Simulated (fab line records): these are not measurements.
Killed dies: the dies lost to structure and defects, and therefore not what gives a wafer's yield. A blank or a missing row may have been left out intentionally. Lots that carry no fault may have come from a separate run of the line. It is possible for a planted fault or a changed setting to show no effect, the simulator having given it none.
A lot that was struck, set against a sound lot ; flow n5 finfet ; 19 out of 1938 route steps
Sound: wafers L914.1, L914.4, L914.5. Struck: wafers L904.4, L904.6 (left out: L904.5, a lot-mate that was not struck); the cause follows at the end.
Per side, at each step with rows, come the tool, then ch with its chambers, and then its first start. Under that, the readings that differ: sound wafers ; struck wafers ; difference of the means ; sigmas: that difference in standard deviations of wafers without a fault.
alike: words and numbers the same on both sides, and readings whose means are apart by under 2 such deviations; not compared: readings that were withheld, readings missing a value for some wafer, numbers with overlapping values and no deviation given by the record, and bounds like >300 which may hide the same value.
Wherever a step has rows on one side only, a row that says differs or no value, or a row with sigmas, the two part there. When numbers do not overlap yet have no deviation, they are printed without sigmas and do not part them. A reading that every wafer of one side lacks parts them only if that side has two wafers or more.

N5_BEOL_M0_SAQP_INSPECT_16: inspects for defects (brightfield).
  sound: defect inspect-01 at day 10 18:44; struck: defect inspect-02 at day 8 04:10
  alike: raw defect count
then, 1 step without rows for these wafers: N5_BEOL_M0_SAQP_DESCUM_19 (chemistry O2, time 7.9 s).
N5_BEOL_M0_SAQP_ETCH_83: etches SiARC in CF4, target depth 39 nm, time 65 s.
  sound on rie diel-05 ch 0,1, day 10 18:48; struck on rie diel-03 ch 2, day 8 04:20
reading;sound;struck;difference;sigmas
drypump motor current A (A);4.9 4.9 4.9;5.8 5.7;+0.8;+2
showerhead plenum p Torr (Torr);2.08 2.12 2.12;2.22 2.22;+0.11;+2
  alike: etch rf on time s, oes product au, rf vpp V, throttle valve pct
  not compared: rf hours counter h
N5_BEOL_M0_SAQP_ETCH_84: etches SOC in N2/H2, target depth 100 nm, overetch 20 nm, time 150 s.
  sound on rie diel-05 ch 0,1, day 10 18:51; struck on rie diel-03 ch 2, day 8 04:23
reading;sound;struck;difference;sigmas
drypump motor current A (A);4.9 4.9 4.9;5.8 5.8;+0.9;+2
showerhead plenum p Torr (Torr);2.47 2.51 2.51;2.62 2.62;+0.12;+2
  alike: oes product au, rf vpp V, throttle valve pct
  not compared: rf hours counter h
then, 3 steps without rows for these wafers: N5_BEOL_M0_SAQP_STRIP_80 (strips in N2/H2); N5_BEOL_M0_SAQP_HM_OPEN_112 (chemistry CHF3/O2, target SiO2, stops on a-Si, target depth 12 nm, time 13.5 s); N5_BEOL_M0_SAQP_STRIP_113 (strips in CHF3/O2).
N5_BEOL_M0_SAQP_MANDREL_ETCH_20: etches a-Si in HBr/Cl2, stops on SiNx, target depth 60 nm, bt time 10 s, time 30 s.
  sound on rie si-04 ch 0,1,3, day 10 19:02; struck on rie si-05 ch 0,2, day 8 04:35
  alike: drypump motor current A, oes product au, throttle valve pct
  not compared: rf hours counter h
then, 3 steps without rows for these wafers: N5_BEOL_M0_SAQP_STRIP_86 (strips in N2/H2); N5_BEOL_M0_SAQP_STRIP_115 (strips in post etch residue remover, time 60 s); N5_BEOL_M0_SAQP_SRD_93 (time 30 s).
N5_BEOL_M0_SAQP_RECESS_114: chemistry HF/NH3, target SiO2, target depth 14.4 nm, afs cycles 3, sublimation time 60 s.
  sound on vapor etch-02 ch 0, day 10 19:19; struck on vapor etch-01 ch 0,1, day 8 04:56
  alike: drypump motor current A
N5_BEOL_M0_SAQP_SPACER1_ALD_98: deposits SiO2, target thk 12.8 nm, pulse time 1 s, purge time 2 s.
  sound on ald sin-01 ch 1,3, day 10 20:58; struck on ald sin-02 ch 2,3, day 8 05:11
reading;sound;struck;difference;sigmas
ald cycles;138 138 138;127 127;-11;
heater power w (W);530 517 523;485 373;-94;-2
model.SiO2_of_BEOL_M0_SAQP_SPACER1_ALD_98.thk nm (nm);13 13 12.8;11.8 11.8;-1.1;
  alike: precursor pulse height rel
then, 1 step without rows for these wafers: N5_BEOL_M0_SAQP_SPACER1_ETCHBACK_99 (etches SiO2 in CHF3/O2, target depth 15.4 nm, time 7.7 s).
N5_BEOL_M0_SAQP_MANDREL1_REMOVE_100: chemistry HBr/Cl2/O2, target a-Si, stops on SiNx, bt time 10 s.
  sound on rie si-05 ch 0,1,2, day 10 21:32; struck on rie si-03 ch 0,3, day 8 05:45
reading;sound;struck;difference;sigmas
model.SiO2_of_BEOL_M0_SAQP_SPACER1_ALD_98.thk nm (nm);7.6 7.6 7.4;6.4 6.4;-1.1;
model.BEOL_M0_SAQP.cd nm (nm);13 13 13;11.8 11.8;-1.2;
  alike: drypump motor current A, oes product au, throttle valve pct
  not compared: rf hours counter h
N5_BEOL_M0_SAQP_CD_MEAS_25: the cd target is 13.1 nm.
  sound on cd sem-01 ch 0, day 10 21:38; struck on cd sem-01 ch 0, day 8 05:52
reading;sound;struck;difference;sigmas
cd nm (nm);12.87 12.99 12.92;11.83 11.69;-1.17;-5
N5_BEOL_M0_SAQP_ETCH_101: etches SiNx in CH3F/O2, target depth 29.9 nm, time 42.7 s.
  sound on rie diel-03 ch 0,2,3, day 10 21:41; struck on rie diel-06 ch 0,3, day 8 05:56
  alike: drypump motor current A, oes_f_703_au, oes product au, rf vpp V, showerhead plenum p Torr, throttle valve pct
  not compared: rf hours counter h
-- here the record skips 3 days between the struck wafers' starts before and after, leaving off in module BEOL_M0_SAQP and picking up in module BEOL_M4 (first step shown: number 1111 of the route) --
N5_BEOL_M4_RC_MEAS_101:
  sound on prober-02 ch 0, day 13 20:00; struck on prober-01 ch 0, day 11 14:02
  alike: DIBL_N, DIBL_P, IOFF_N, IOFF_P, ION_N, ION_P, SS_N, SS_P, VT_N, VT_P
-- the record jumps here: 4 days lie between the struck wafers' starts before and after (it left off in module BEOL_M4 and takes up again in module PASSIVATION, whose first step shown is number 1936 of the route) --
N5_PASSIVATION_PROBE_49:
  record: rows for the struck wafers here (prober-02, day 15 20:44), none for the sound ones

WHERE THEY PART
Last at N5_PASSIVATION_PROBE_49 as far as this record goes, first at N5_BEOL_M0_SAQP_ETCH_83.

WHY: whatever the simulator had introduced
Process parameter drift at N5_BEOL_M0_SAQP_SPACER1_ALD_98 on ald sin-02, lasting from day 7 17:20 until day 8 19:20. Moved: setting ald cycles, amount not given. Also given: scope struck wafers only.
